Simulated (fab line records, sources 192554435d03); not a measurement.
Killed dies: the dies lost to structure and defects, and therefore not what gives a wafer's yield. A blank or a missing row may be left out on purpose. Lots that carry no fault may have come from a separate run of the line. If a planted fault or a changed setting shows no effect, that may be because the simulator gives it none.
fab line records || flow n5-finfet || part 2 of 2: steps 6 to 6 of 6
record: {"lots": 8, "wafers": 24, "last-day": 17}
route steps=1938 shown HKMG_FIN@421 BEOL_M4@1111 PASSIVATION@1936
lots with no fault: from the same line, run without faults
start-h: hours from the record's first day to the start of the lot's first wafer shown || wait-h: hours from the lot's prior step to this one || " identical to the entry in the row above || L1.1+2: a single row standing in for several wafers || - either no value or no given start || * or withheld: withheld || < > ~ a bound
route shown NAME@n: a module of which the file shows steps, and the number in the route of the first || usual: the fault-free wafers' mean and standard deviation || same: alike in all rows || chamber/n: place in a boat || sites: each site's reading || _std_site: their standard deviation || _edge_site: the outer-site mean with the inner-site mean subtracted || radius-mm: how far each site lies from the wafer's centre || mask NAME#n: copy n || behind: tool/chamber where the wafer was last shaped || hold: the reason the lot was held/the length of the hold in hours/how it ended || device: transistor that didn't switch, given as n, p or np || end of line: the same wafers' tests at the end of the route || step lacking rows: just its recipe || killed: dies lost to structure and defects at the first sort, not the wafer's yield || map: per-die view of a wafer (x killed, . not killed, _ where there is no die)
set.NAME: the setting the step ran with; set.NAME@STEP: the setting that earlier step ran with || model.NAME: the simulator's own value behind a step, which no gauge read
one table for each step of the route and one row for each wafer, over a sample of lots
services: the hour from which a tool's chamber was out of use, counted from the record's first day as start-h (under 0 if before that day), plus the number of hours and why
== steps ==
step: N5_PASSIVATION_PROBE_49
usual: {"defect-limited-yield": "91.3/1.3", "killed_at_M0_to_M3": "35/13", "killed_at_M4_up": "13/5.2", "killed-at-contacts": "12/6.2", "killed-at-front-end": "39/9.6", "killed-at-other": "3.1/2.6", "killed-dies": "102/16", "killed-on-rim": "13/3.8", "killed-open": "68/13", "killed-short": "33/6.9", "sort_bin_4_leakage": "0/0", "sort_bin_5_function": "5.1/0.87", "sort_bin_6_memory": "3.3/0.67", "sort-n-pass": "1078/16", "sort-yield-pct": "91.3/1.3"}
same: {"gross-dies": 1180, "killed-at-back-side": 0, "sort_bin_8_speed[%]": 0}
{"lot.wafer": "L165.2", "tool": "prober-01", "chamber": "-", "start-h": 273.55, "wait-h": 0.1, "defect-limited-yield[%]": 89.9, "killed_at_M0_to_M3": 24, "killed_at_M4_up": 11, "killed-at-contacts": 23, "killed-at-front-end": 59, "killed-at-other": 2, "killed-dies": 119, "killed-on-rim": 16, "killed-open": 78, "killed-short": 40, "sort_bin_4_leakage[%]": 0, "sort_bin_5_function[%]": 5.1, "sort_bin_6_memory[%]": 4.3, "sort-n-pass": 1061, "sort-yield-pct[%]": 89.9}
{"lot.wafer": "L165.4", "tool": "prober-01", "chamber": "-", "start-h": 273.65, "wait-h": 0.2, "defect-limited-yield[%]": 91.1, "killed_at_M0_to_M3": 33, "killed_at_M4_up": 8, "killed-at-contacts": 11, "killed-at-front-end": 49, "killed-at-other": 4, "killed-dies": 105, "killed-on-rim": 13, "killed-open": 74, "killed-short": 31, "sort_bin_4_leakage[%]": 0, "sort_bin_5_function[%]": 5.5, "sort_bin_6_memory[%]": 2.9, "sort-n-pass": 1075, "sort-yield-pct[%]": 91.1}
{"lot.wafer": "L165.5", "tool": "prober-01", "chamber": "-", "start-h": 273.70, "wait-h": 0.2, "defect-limited-yield[%]": 90.1, "killed_at_M0_to_M3": 43, "killed_at_M4_up": 12, "killed-at-contacts": 20, "killed-at-front-end": 39, "killed-at-other": 3, "killed-dies": 117, "killed-on-rim": 17, "killed-open": 73, "killed-short": 39, "sort_bin_4_leakage[%]": 0, "sort_bin_5_function[%]": 6.1, "sort_bin_6_memory[%]": 3.5, "sort-n-pass": 1063, "sort-yield-pct[%]": 90.1}
{"lot.wafer": "L170.3", "tool": "prober-01", "chamber": "-", "start-h": 315.38, "wait-h": 0.1, "defect-limited-yield[%]": 92.3, "killed_at_M0_to_M3": 38, "killed_at_M4_up": 10, "killed-at-contacts": 6, "killed-at-front-end": 35, "killed-at-other": 2, "killed-dies": 91, "killed-on-rim": 10, "killed-open": 59, "killed-short": 31, "sort_bin_4_leakage[%]": 0, "sort_bin_5_function[%]": 5.3, "sort_bin_6_memory[%]": 2.5, "sort-n-pass": 1089, "sort-yield-pct[%]": 92.3}
{"lot.wafer": "L170.5", "tool": "prober-01", "chamber": "-", "start-h": 315.48, "wait-h": 0.2, "defect-limited-yield[%]": 91.0, "killed_at_M0_to_M3": 44, "killed_at_M4_up": 13, "killed-at-contacts": 10, "killed-at-front-end": 38, "killed-at-other": 1, "killed-dies": 106, "killed-on-rim": 11, "killed-open": 79, "killed-short": 27, "sort_bin_4_leakage[%]": 0, "sort_bin_5_function[%]": 5.3, "sort_bin_6_memory[%]": 3.5, "sort-n-pass": 1074, "sort-yield-pct[%]": 91.0}
{"lot.wafer": "L170.6", "tool": "prober-01", "chamber": "-", "start-h": 315.53, "wait-h": 0.3, "defect-limited-yield[%]": 89.7, "killed_at_M0_to_M3": 62, "killed_at_M4_up": 13, "killed-at-contacts": 6, "killed-at-front-end": 38, "killed-at-other": 2, "killed-dies": 121, "killed-on-rim": 14, "killed-open": 90, "killed-short": 27, "sort_bin_4_leakage[%]": 0, "sort_bin_5_function[%]": 5.3, "sort_bin_6_memory[%]": 4.4, "sort-n-pass": 1059, "sort-yield-pct[%]": 89.7}
{"lot.wafer": "L169.1", "tool": "prober-02", "chamber": "-", "start-h": 327.61, "wait-h": 0.0, "defect-limited-yield[%]": 91.4, "killed_at_M0_to_M3": 42, "killed_at_M4_up": 10, "killed-at-contacts": 10, "killed-at-front-end": 36, "killed-at-other": 3, "killed-dies": 101, "killed-on-rim": 6, "killed-open": 71, "killed-short": 30, "sort_bin_4_leakage[%]": 0, "sort_bin_5_function[%]": 4.3, "sort_bin_6_memory[%]": 3.9, "sort-n-pass": 1079, "sort-yield-pct[%]": 91.4}
{"lot.wafer": "L169.5", "tool": "prober-02", "chamber": "-", "start-h": 327.81, "wait-h": 0.2, "defect-limited-yield[%]": 87.8, "killed_at_M0_to_M3": 58, "killed_at_M4_up": 15, "killed-at-contacts": 12, "killed-at-front-end": 53, "killed-at-other": 6, "killed-dies": 144, "killed-on-rim": 23, "killed-open": 115, "killed-short": 28, "sort_bin_4_leakage[%]": 0, "sort_bin_5_function[%]": 7.9, "sort_bin_6_memory[%]": 4.3, "sort-n-pass": 1036, "sort-yield-pct[%]": 87.8}
{"lot.wafer": "L169.6", "tool": "prober-02", "chamber": "-", "start-h": 327.86, "wait-h": 0.3, "defect-limited-yield[%]": 88.6, "killed_at_M0_to_M3": 64, "killed_at_M4_up": 9, "killed-at-contacts": 11, "killed-at-front-end": 44, "killed-at-other": 7, "killed-dies": 135, "killed-on-rim": 20, "killed-open": 94, "killed-short": 39, "sort_bin_4_leakage[%]": 0, "sort_bin_5_function[%]": 6.0, "sort_bin_6_memory[%]": 4.9, "sort-n-pass": 1045, "sort-yield-pct[%]": 88.6}
{"lot.wafer": "L176.1", "tool": "prober-02", "chamber": "-", "start-h": 335.79, "wait-h": 0.0, "defect-limited-yield[%]": 91.0, "killed_at_M0_to_M3": 35, "killed_at_M4_up": 13, "killed-at-contacts": 22, "killed-at-front-end": 31, "killed-at-other": 5, "killed-dies": 106, "killed-on-rim": 14, "killed-open": 65, "killed-short": 41, "sort_bin_4_leakage[%]": 0, "sort_bin_5_function[%]": 5.1, "sort_bin_6_memory[%]": 3.6, "sort-n-pass": 1074, "sort-yield-pct[%]": 91.0}
{"lot.wafer": "L176.2", "tool": "prober-02", "chamber": "-", "start-h": 335.84, "wait-h": 0.1, "defect-limited-yield[%]": 91.7, "killed_at_M0_to_M3": 30, "killed_at_M4_up": 17, "killed-at-contacts": 7, "killed-at-front-end": 44, "killed-at-other": 0, "killed-dies": 98, "killed-on-rim": 11, "killed-open": 53, "killed-short": 41, "sort_bin_4_leakage[%]": 0, "sort_bin_5_function[%]": 5.0, "sort_bin_6_memory[%]": 2.5, "sort-n-pass": 1082, "sort-yield-pct[%]": 91.7}
{"lot.wafer": "L176.3", "tool": "prober-02", "chamber": "-", "start-h": 335.89, "wait-h": 0.1, "defect-limited-yield[%]": 91.6, "killed_at_M0_to_M3": 31, "killed_at_M4_up": 18, "killed-at-contacts": 8, "killed-at-front-end": 41, "killed-at-other": 1, "killed-dies": 99, "killed-on-rim": 19, "killed-open": 63, "killed-short": 36, "sort_bin_4_leakage[%]": 0, "sort_bin_5_function[%]": 5.8, "sort_bin_6_memory[%]": 2.5, "sort-n-pass": 1081, "sort-yield-pct[%]": 91.6}
{"lot.wafer": "L177.1", "tool": "prober-02", "chamber": "-", "start-h": 347.98, "wait-h": 0.0, "defect-limited-yield[%]": 72.5, "killed_at_M0_to_M3": 34, "killed_at_M4_up": 21, "killed-at-contacts": 7, "killed-at-front-end": 259, "killed-at-other": 4, "killed-dies": 325, "killed-on-rim": 98, "killed-open": 85, "killed-short": 35, "sort_bin_4_leakage[%]": 72.46, "sort_bin_5_function[%]": 6.3, "sort_bin_6_memory[%]": 3.7, "sort-n-pass": 0, "sort-yield-pct[%]": 0}
{"lot.wafer": "L177.2", "tool": "prober-02", "chamber": "-", "start-h": 348.03, "wait-h": 0.1, "defect-limited-yield[%]": 91.4, "killed_at_M0_to_M3": 32, "killed_at_M4_up": 8, "killed-at-contacts": 10, "killed-at-front-end": 51, "killed-at-other": 0, "killed-dies": 101, "killed-on-rim": 12, "killed-open": 65, "killed-short": 35, "sort_bin_4_leakage[%]": 0, "sort_bin_5_function[%]": 5.4, "sort_bin_6_memory[%]": 3.1, "sort-n-pass": 1079, "sort-yield-pct[%]": 91.4}
{"lot.wafer": "L177.6", "tool": "prober-02", "chamber": "-", "start-h": 348.23, "wait-h": 0.3, "defect-limited-yield[%]": 66.9, "killed_at_M0_to_M3": 36, "killed_at_M4_up": 17, "killed-at-contacts": 16, "killed-at-front-end": 320, "killed-at-other": 2, "killed-dies": 391, "killed-on-rim": 48, "killed-open": 77, "killed-short": 34, "sort_bin_4_leakage[%]": 66.86, "sort_bin_5_function[%]": 5.4, "sort_bin_6_memory[%]": 3.7, "sort-n-pass": 0, "sort-yield-pct[%]": 0}
{"lot.wafer": "L178.1", "tool": "prober-01", "chamber": "-", "start-h": 372.92, "wait-h": 0.0, "defect-limited-yield[%]": 71.9, "killed_at_M0_to_M3": 20, "killed_at_M4_up": 4, "killed-at-contacts": 7, "killed-at-front-end": 300, "killed-at-other": 1, "killed-dies": 332, "killed-on-rim": 103, "killed-open": 53, "killed-short": 33, "sort_bin_4_leakage[%]": 71.86, "sort_bin_5_function[%]": 4.4, "sort_bin_6_memory[%]": 2.7, "sort-n-pass": 0, "sort-yield-pct[%]": 0}
{"lot.wafer": "L178.2", "tool": "prober-01", "chamber": "-", "start-h": 372.97, "wait-h": 0.1, "defect-limited-yield[%]": 91.5, "killed_at_M0_to_M3": 37, "killed_at_M4_up": 7, "killed-at-contacts": 16, "killed-at-front-end": 37, "killed-at-other": 3, "killed-dies": 100, "killed-on-rim": 16, "killed-open": 63, "killed-short": 35, "sort_bin_4_leakage[%]": 0, "sort_bin_5_function[%]": 5.1, "sort_bin_6_memory[%]": 3.3, "sort-n-pass": 1080, "sort-yield-pct[%]": 91.5}
{"lot.wafer": "L178.4", "tool": "prober-01", "chamber": "-", "start-h": 373.07, "wait-h": 0.2, "defect-limited-yield[%]": 93.4, "killed_at_M0_to_M3": 29, "killed_at_M4_up": 6, "killed-at-contacts": 11, "killed-at-front-end": 30, "killed-at-other": 2, "killed-dies": 78, "killed-on-rim": 11, "killed-open": 55, "killed-short": 23, "sort_bin_4_leakage[%]": 0, "sort_bin_5_function[%]": 4.3, "sort_bin_6_memory[%]": 2.3, "sort-n-pass": 1102, "sort-yield-pct[%]": 93.4}
{"lot.wafer": "L184.1", "tool": "prober-01", "chamber": "-", "start-h": 396.17, "wait-h": 0.0, "defect-limited-yield[%]": 90.7, "killed_at_M0_to_M3": 47, "killed_at_M4_up": 8, "killed-at-contacts": 11, "killed-at-front-end": 39, "killed-at-other": 5, "killed-dies": 110, "killed-on-rim": 19, "killed-open": 75, "killed-short": 34, "sort_bin_4_leakage[%]": 0, "sort_bin_5_function[%]": 5.4, "sort_bin_6_memory[%]": 3.8, "sort-n-pass": 1070, "sort-yield-pct[%]": 90.7}
{"lot.wafer": "L184.4", "tool": "prober-01", "chamber": "-", "start-h": 396.32, "wait-h": 0.2, "defect-limited-yield[%]": 93.0, "killed_at_M0_to_M3": 16, "killed_at_M4_up": 3, "killed-at-contacts": 13, "killed-at-front-end": 51, "killed-at-other": 0, "killed-dies": 83, "killed-on-rim": 10, "killed-open": 54, "killed-short": 28, "sort_bin_4_leakage[%]": 0, "sort_bin_5_function[%]": 4.8, "sort_bin_6_memory[%]": 1.9, "sort-n-pass": 1097, "sort-yield-pct[%]": 93.0}
{"lot.wafer": "L184.5", "tool": "prober-01", "chamber": "-", "start-h": 396.37, "wait-h": 0.2, "defect-limited-yield[%]": 93.5, "killed_at_M0_to_M3": 23, "killed_at_M4_up": 11, "killed-at-contacts": 11, "killed-at-front-end": 31, "killed-at-other": 1, "killed-dies": 77, "killed-on-rim": 13, "killed-open": 40, "killed-short": 37, "sort_bin_4_leakage[%]": 0, "sort_bin_5_function[%]": 3.3, "sort_bin_6_memory[%]": 3.1, "sort-n-pass": 1103, "sort-yield-pct[%]": 93.5}
{"lot.wafer": "L185.1", "tool": "prober-02", "chamber": "-", "start-h": 396.49, "wait-h": 0.0, "defect-limited-yield[%]": 89.7, "killed_at_M0_to_M3": 56, "killed_at_M4_up": 17, "killed-at-contacts": 6, "killed-at-front-end": 38, "killed-at-other": 4, "killed-dies": 121, "killed-on-rim": 15, "killed-open": 81, "killed-short": 39, "sort_bin_4_leakage[%]": 0, "sort_bin_5_function[%]": 5.4, "sort_bin_6_memory[%]": 4.4, "sort-n-pass": 1059, "sort-yield-pct[%]": 89.7}
{"lot.wafer": "L185.2", "tool": "prober-02", "chamber": "-", "start-h": 396.54, "wait-h": 0.1, "defect-limited-yield[%]": 90.6, "killed_at_M0_to_M3": 40, "killed_at_M4_up": 10, "killed-at-contacts": 11, "killed-at-front-end": 47, "killed-at-other": 3, "killed-dies": 111, "killed-on-rim": 14, "killed-open": 75, "killed-short": 34, "sort_bin_4_leakage[%]": 0, "sort_bin_5_function[%]": 5.9, "sort_bin_6_memory[%]": 3.1, "sort-n-pass": 1069, "sort-yield-pct[%]": 90.6}
{"lot.wafer": "L185.5", "tool": "prober-02", "chamber": "-", "start-h": 396.69, "wait-h": 0.2, "defect-limited-yield[%]": 90.8, "killed_at_M0_to_M3": 49, "killed_at_M4_up": 8, "killed-at-contacts": 10, "killed-at-front-end": 41, "killed-at-other": 1, "killed-dies": 109, "killed-on-rim": 13, "killed-open": 60, "killed-short": 45, "sort_bin_4_leakage[%]": 0, "sort_bin_5_function[%]": 4.9, "sort_bin_6_memory[%]": 3.8, "sort-n-pass": 1071, "sort-yield-pct[%]": 90.8}
killed by level:class
L165.2 MOL_CONTACT_COAG:geometric-particle:open=19 FIN_SAQP:geometric-particle:open=14 STI_FIN_REVEAL:geometric-particle:open=14 BEOL_M0_SAQP:geometric-particle:short=8 BEOL_M4:geometric-particle:open=7 STARTING-WAFER:geometric-particle:short=6 DUMMY_GATE:geometric-particle:open=6 FIN_SAQP:geometric-particle:short=5
L165.4 STI_FIN_REVEAL:geometric-particle:open=12 MOL_CONTACT_COAG:geometric-particle:open=10 FIN_SAQP:geometric-particle:short=9 BEOL_M0_SAQP:geometric-particle:short=9 FIN_SAQP:geometric-particle:open=7 DUMMY_GATE:geometric-particle:open=7 BEOL_M0_SAQP:geometric-particle:open=7 BEOL_M2:geometric-particle:open=7
L165.5 MOL_CONTACT_COAG:geometric-particle:open=15 BEOL_M1:geometric-particle:open=12 FIN_SAQP:geometric-particle:open=9 BEOL_M0_SAQP:geometric-particle:short=8 BEOL_M3:geometric-particle:open=7 BEOL_M0_SAQP:geometric-particle:open=6 BEOL_M3:geometric-particle:short=6 MOL_CONTACT_COAG:geometric-particle:short=5
L170.3 BEOL_M3:geometric-particle:open=11 BEOL_M0_SAQP:geometric-particle:open=9 STI_FIN_REVEAL:geometric-particle:open=7 BEOL_M0_SAQP:geometric-particle:short=6 BEOL_M2:geometric-particle:open=6 FIN_SAQP:geometric-particle:open=4 GATE_CUT:geometric-particle:short=4 STARTING-WAFER:geometric-particle:open=4
L170.5 BEOL_M3:geometric-particle:open=11 BEOL_M0_SAQP:geometric-particle:open=10 BEOL_M2:geometric-particle:open=10 BEOL_M4:geometric-particle:open=9 FIN_SAQP:geometric-particle:open=8 STI_FIN_REVEAL:geometric-particle:open=8 STARTING-WAFER:geometric-particle:open=6 MOL_CONTACT_COAG:geometric-particle:open=6
L170.6 BEOL_M0_SAQP:geometric-particle:open=18 BEOL_M0_SAQP:geometric-particle:short=14 BEOL_M3:geometric-particle:open=14 STI_FIN_REVEAL:geometric-particle:open=11 FIN_SAQP:geometric-particle:open=7 BEOL_M4:geometric-particle:open=7 MOL_CONTACT_COAG:geometric-particle:open=6 BEOL_M2:geometric-particle:open=6
L169.1 BEOL_M0_SAQP:geometric-particle:open=20 STI_FIN_REVEAL:geometric-particle:open=7 MOL_CONTACT_COAG:geometric-particle:open=7 FIN_SAQP:geometric-particle:open=6 BEOL_M1:geometric-particle:open=5 BEOL_M3:geometric-particle:open=5 FIN_SAQP:geometric-particle:short=4 DUMMY_GATE:geometric-particle:open=4
L169.5 STI_FIN_REVEAL:geometric-particle:open=21 BEOL_M2:geometric-particle:open=17 BEOL_M0_SAQP:geometric-particle:open=12 MOL_CONTACT_COAG:geometric-particle:open=11 BEOL_M0_SAQP:geometric-particle:short=9 DUMMY_GATE:geometric-particle:open=8 BEOL_M3:geometric-particle:open=8 FIN_SAQP:geometric-particle:open=5
L169.6 BEOL_M2:geometric-particle:open=14 FIN_SAQP:geometric-particle:open=13 BEOL_M0_SAQP:geometric-particle:open=13 MOL_CONTACT_COAG:geometric-particle:open=11 BEOL_M3:geometric-particle:open=9 STI_FIN_REVEAL:geometric-particle:open=8 BEOL_M0_SAQP:geometric-particle:short=8 BEOL_M1:geometric-particle:short=8
L176.1 MOL_CONTACT_COAG:geometric-particle:open=12 MOL_CONTACT_COAG:geometric-particle:short=10 FIN_SAQP:geometric-particle:short=7 BEOL_M3:geometric-particle:open=6 STI_FIN_REVEAL:geometric-particle:open=5 BEOL_M0_SAQP:geometric-particle:short=5 BEOL_M2:geometric-particle:open=5 BEOL_M4:geometric-particle:open=5
L176.2 FIN_SAQP:geometric-particle:short=12 BEOL_M0_SAQP:geometric-particle:short=11 BEOL_M4:geometric-particle:open=10 FIN_SAQP:geometric-particle:open=8 GATE_CUT:geometric-particle:short=6 MOL_CONTACT_COAG:geometric-particle:open=6 BEOL_M0_SAQP:geometric-particle:open=5 DUMMY_GATE:geometric-particle:open=4
L176.3 FIN_SAQP:geometric-particle:open=14 BEOL_M0_SAQP:geometric-particle:open=10 FIN_SAQP:geometric-particle:short=9 BEOL_M0_SAQP:geometric-particle:short=8 STI_FIN_REVEAL:geometric-particle:open=6 BEOL_M4:geometric-particle:open=6 MOL_CONTACT_COAG:geometric-particle:open=5 BEOL_M3:geometric-particle:open=4
L177.1 HKMG_FIN:area-ald=203 FIN_SAQP:geometric-particle:open=19 BEOL_M4:geometric-particle:open=14 STI_FIN_REVEAL:geometric-particle:open=13 BEOL_M0_SAQP:geometric-particle:open=11 FIN_SAQP:geometric-particle:short=10 BEOL_M3:geometric-particle:open=8 BEOL_M0_SAQP:geometric-particle:short=6
L177.2 FIN_SAQP:geometric-particle:open=17 FIN_SAQP:geometric-particle:short=14 MOL_CONTACT_COAG:geometric-particle:open=8 BEOL_M0_SAQP:geometric-particle:open=7 BEOL_M3:geometric-particle:open=7 STI_FIN_REVEAL:geometric-particle:open=6 BEOL_M0_SAQP:geometric-particle:short=5 BEOL_M1:geometric-particle:open=5
L177.6 HKMG_FIN:area-ald=279 MOL_CONTACT_COAG:geometric-particle:open=13 FIN_SAQP:geometric-particle:open=11 FIN_SAQP:geometric-particle:short=9 BEOL_M0_SAQP:geometric-particle:open=7 STI_FIN_REVEAL:geometric-particle:open=7 BEOL_M0_SAQP:geometric-particle:short=7 BEOL_M1:geometric-particle:open=6
L178.1 HKMG_FIN:area-ald=244 FIN_SAQP:geometric-particle:open=18 FIN_SAQP:geometric-particle:short=13 BEOL_M2:geometric-particle:open=9 MOL_CONTACT_COAG:geometric-particle:open=5 GATE_CUT:geometric-particle:open=4 STARTING-WAFER:geometric-particle:short=4 ILD0:geometric-particle:short=3
L178.2 BEOL_M3:geometric-particle:open=16 FIN_SAQP:geometric-particle:open=14 MOL_CONTACT_COAG:geometric-particle:open=11 FIN_SAQP:geometric-particle:short=7 BEOL_M3:geometric-particle:short=7 STI_FIN_REVEAL:geometric-particle:open=5 MOL_CONTACT_COAG:geometric-particle:short=5 STARTING-WAFER:geometric-particle:short=5
L178.4 FIN_SAQP:geometric-particle:open=11 BEOL_M2:geometric-particle:open=10 FIN_SAQP:geometric-particle:short=9 MOL_CONTACT_COAG:geometric-particle:open=7 BEOL_M0_SAQP:geometric-particle:open=6 STI_FIN_REVEAL:geometric-particle:open=4 MOL_CONTACT_COAG:geometric-particle:short=4 BEOL_M3:geometric-particle:open=4
L184.1 FIN_SAQP:geometric-particle:open=16 BEOL_M3:geometric-particle:open=13 MOL_CONTACT_COAG:geometric-particle:open=8 BEOL_M0_SAQP:geometric-particle:open=8 BEOL_M0_SAQP:geometric-particle:short=7 BEOL_M2:geometric-particle:open=7 BEOL_M1:geometric-particle:open=6 FIN_SAQP:geometric-particle:short=5
L184.4 FIN_SAQP:geometric-particle:open=12 MOL_CONTACT_COAG:geometric-particle:open=10 DUMMY_GATE:geometric-particle:open=7 STI_FIN_REVEAL:geometric-particle:open=6 GATE_CUT:geometric-particle:short=6 BEOL_M0_SAQP:geometric-particle:open=6 BEOL_M0_SAQP:geometric-particle:short=5 STARTING-WAFER:geometric-particle:short=5
L184.5 BEOL_M0_SAQP:geometric-particle:short=9 STI_FIN_REVEAL:geometric-particle:open=6 GATE_CUT:geometric-particle:short=6 MOL_CONTACT_COAG:geometric-particle:open=6 MOL_CONTACT_COAG:geometric-particle:short=5 BEOL_M0_SAQP:geometric-particle:open=5 BEOL_M4:geometric-particle:open=4 FIN_SAQP:geometric-particle:open=3
L185.1 BEOL_M0_SAQP:geometric-particle:short=15 STI_FIN_REVEAL:geometric-particle:open=14 BEOL_M2:geometric-particle:open=13 BEOL_M0_SAQP:geometric-particle:open=11 BEOL_M4:geometric-particle:open=9 FIN_SAQP:geometric-particle:short=7 BEOL_M3:geometric-particle:open=6 FIN_SAQP:geometric-particle:open=5
L185.2 FIN_SAQP:geometric-particle:open=15 MOL_CONTACT_COAG:geometric-particle:open=9 BEOL_M0_SAQP:geometric-particle:open=9 BEOL_M2:geometric-particle:open=8 BEOL_M4:geometric-particle:open=6 FIN_SAQP:geometric-particle:short=5 GATE_CUT:geometric-particle:short=5 BEOL_M2:geometric-particle:short=5
L185.5 BEOL_M0_SAQP:geometric-particle:short=13 FIN_SAQP:geometric-particle:open=11 BEOL_M0_SAQP:geometric-particle:open=10 GATE_CUT:geometric-particle:short=7 MOL_CONTACT_COAG:geometric-particle:open=7 BEOL_M2:geometric-particle:open=6 BEOL_M0:geometric-particle:open=5 FIN_SAQP:geometric-particle:short=3
== services ==
{"tool": "rie-diel-02", "chamber": "-", "start-h": 64.28, "hours": 4.0, "kind": "pm"}
{"tool": "rie-diel-03", "chamber": "-", "start-h": 65.92, "hours": 2.8, "kind": "pm"}
{"tool": "ald-metal-03", "chamber": 2, "start-h": 74.53, "hours": "-", "kind": "calibration"}
{"tool": "rie-diel-03", "chamber": 1, "start-h": 104.30, "hours": "-", "kind": "clean"}
{"tool": "rie-diel-03", "chamber": 1, "start-h": 104.30, "hours": "-", "kind": "consumable-replace:focus-ring"}
{"tool": "rie-diel-03", "chamber": 1, "start-h": 104.30, "hours": 19.1, "kind": "scheduled-down"}
{"tool": "rie-diel-03", "chamber": 1, "start-h": 104.30, "hours": 19.1, "kind": "vent-cycle"}
{"tool": "rie-diel-02", "chamber": 2, "start-h": 104.46, "hours": "-", "kind": "clean"}
{"tool": "rie-diel-02", "chamber": 2, "start-h": 104.46, "hours": "-", "kind": "consumable-replace:focus-ring"}
{"tool": "ald-metal-02", "chamber": "-", "start-h": 117.77, "hours": 0.6, "kind": "repair"}
{"tool": "rie-diel-03", "chamber": 3, "start-h": 130.40, "hours": 1.7, "kind": "repair"}
{"tool": "ald-metal-03", "chamber": "-", "start-h": 134.67, "hours": 1.7, "kind": "repair"}
{"tool": "rie-diel-04", "chamber": 0, "start-h": 148.40, "hours": 7.8, "kind": "repair"}
{"tool": "rie-diel-04", "chamber": 2, "start-h": 154.57, "hours": 4.1, "kind": "repair"}
{"tool": "rie-diel-04", "chamber": 2, "start-h": 159.80, "hours": 4.9, "kind": "repair"}
{"tool": "rie-diel-03", "chamber": 2, "start-h": 170.55, "hours": "-", "kind": "clean"}
{"tool": "rie-diel-03", "chamber": 2, "start-h": 170.55, "hours": "-", "kind": "consumable-replace:focus-ring"}
{"tool": "rie-diel-03", "chamber": 2, "start-h": 170.55, "hours": 12.6, "kind": "scheduled-down"}
{"tool": "rie-diel-03", "chamber": 2, "start-h": 170.55, "hours": 12.6, "kind": "vent-cycle"}
{"tool": "ald-metal-02", "chamber": 3, "start-h": 178.36, "hours": 2.5, "kind": "repair"}
{"tool": "rie-diel-04", "chamber": 2, "start-h": 190.24, "hours": 6.7, "kind": "repair"}
{"tool": "rie-diel-03", "chamber": 3, "start-h": 197.34, "hours": 29.9, "kind": "repair"}
{"tool": "rie-diel-03", "chamber": 2, "start-h": 197.76, "hours": 2.9, "kind": "repair"}
{"tool": "rie-diel-03", "chamber": 0, "start-h": 199.70, "hours": 6.3, "kind": "repair"}
== key ==
first-sign: {"step": "N5_HKMG_FIN_ALD_91", "reading": "ald-cycles", "direction": "down", "sigmas": "99+", "usual": "*", "struck": "*"}
effect: {"step": "N5_BEOL_M4_RC_MEAS_101", "reading": "IOFF_N_LONG", "direction": "up", "sigmas": "99+", "usual": 5.55e-05, "struck": 0.0010444}
effect: {"step": "N5_BEOL_M4_RC_MEAS_101", "reading": "IOFF_N_LIN", "direction": "up", "sigmas": "99+", "usual": 0.071, "struck": 1.551}
effect: {"step": "N5_BEOL_M4_RC_MEAS_101", "reading": "IOFF_N", "direction": "up", "sigmas": "99+", "usual": 0.153, "struck": 3.345}
effect: {"step": "N5_BEOL_M4_RC_MEAS_101", "reading": "IOFF_N_85C", "direction": "up", "sigmas": "99+", "usual": 3.0, "struck": 40.4}
effect: {"step": "N5_BEOL_M4_RC_MEAS_101", "reading": "VT_N_LONG", "direction": "down", "sigmas": 44, "usual": 275.2, "struck": 185.3}
effect: {"step": "N5_BEOL_M4_RC_MEAS_101", "reading": "VT_N", "direction": "down", "sigmas": 37, "usual": 250.6, "struck": 162.6}
effect: {"step": "N5_BEOL_M4_RC_MEAS_101", "reading": "VT_N_LVT", "direction": "down", "sigmas": 34, "usual": 99.6, "struck": 13.7}
effect: {"step": "N5_BEOL_M4_RC_MEAS_101", "reading": "ION_N", "direction": "up", "sigmas": 20, "usual": 672, "struck": 847}
effect: {"step": "N5_BEOL_M4_RC_MEAS_101", "reading": "VT_P_LVT", "direction": "down", "sigmas": 11, "usual": -98.2, "struck": -128.0}
effect: {"step": "N5_BEOL_M4_RC_MEAS_101", "reading": "IGATE_N", "direction": "up", "sigmas": 9.9, "usual": 0.0123, "struck": 0.0269}
effect: {"step": "N5_BEOL_M4_RC_MEAS_101", "reading": "VT_P", "direction": "down", "sigmas": 8.8, "usual": -249, "struck": -277}
effect: {"step": "N5_BEOL_M4_RC_MEAS_101", "reading": "VT_P_LONG", "direction": "down", "sigmas": 8.1, "usual": -274, "struck": -299}
effect: {"step": "N5_PASSIVATION_PROBE_49", "reading": "sort_bin_4_leakage", "direction": "up", "sigmas": "99+", "usual": 0, "struck": 70.40}
more-kills-born-at: {"N5_HKMG_FIN_ALD_91@ald-metal-01": 726}
met-at N5_HKMG_FIN_ALD_91
struck-lots L177,L178
struck-wafers L177.1,L177.6,L178.1
not-acting-at N5_HKMG_FIN_PWFM_ALD_03,N5_HKMG_FIN_INSPECT_14,N5_HKMG_FIN_DESCUM_17
onset-between 158.09 165.58
fault: {"kind": "process-parameter-drift", "tool": "ald-metal-01", "chamber": "-", "onset-h": 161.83, "steps": "N5_HKMG_FIN_ALD_91", "channel": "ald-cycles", "offset": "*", "shape": "step", "end-h": 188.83, "scope": "struck-wafers-only", "acts-in": "*", "stated": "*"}
